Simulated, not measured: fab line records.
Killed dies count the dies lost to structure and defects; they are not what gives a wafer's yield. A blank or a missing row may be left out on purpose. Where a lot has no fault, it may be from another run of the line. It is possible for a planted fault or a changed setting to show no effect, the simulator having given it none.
Chamber matching ; flow n5_finfet ; 4 sister chambers for N5_BEOL_M1_ETCH_70 on rie_diel-03
The step etches SOC in N2/H2, target depth 80 nm, overetch 16 nm, time 120 s. 4 wafers are shown with their chamber, then 12 later ones without.

== WAFERS, EACH WITH ITS CHAMBER ==
wafer;chamber;drypump_motor_current_A (A)
L082.3;1;6.3
L088.5;2;5.0
L089.4;0;6.0
L089.6;3;5.7

== WAFERS WITH NO CHAMBER GIVEN ==
wafer;drypump_motor_current_A (A)
L090.2;6.3
L090.4;5.0
L090.5;5.7
L092.4;5.1
L092.5;6.3
L092.6;5.7
L093.1;6.3
L093.2;5.0
L093.6;6.3
L096.3;5.7
L096.4;5.7
L096.6;6.3

== THE CHAMBER EACH PASSED THROUGH ==
wafer;from the rows above;in truth
L090.2;1;1
L090.4;2;2
L090.5;3;3
L092.4;2;2
L092.5;1;1
L092.6;3;3
L093.1;1;1
L093.2;2;2
L093.6;1;1
L096.3;3;3
L096.4;3;3
L096.6;1;1
12 of 12 placed correctly. Number that these rows cannot place: 0. 0 placed wrongly.
How it was worked out, from the rows above alone: a wafer's distance from a chamber is the root of the sum, over the readings, of the square of ((its reading less the chamber's mean) divided by the reading's scatter). The wafer belongs to the nearest chamber; if the next one is less than 2 further off, it can't be placed. For every chamber, the mean is computed from those of its wafers that are shown. The scatter: with one shown wafer a chamber, the root of the mean of the squares of how far each hidden wafer lies from its nearest shown one.
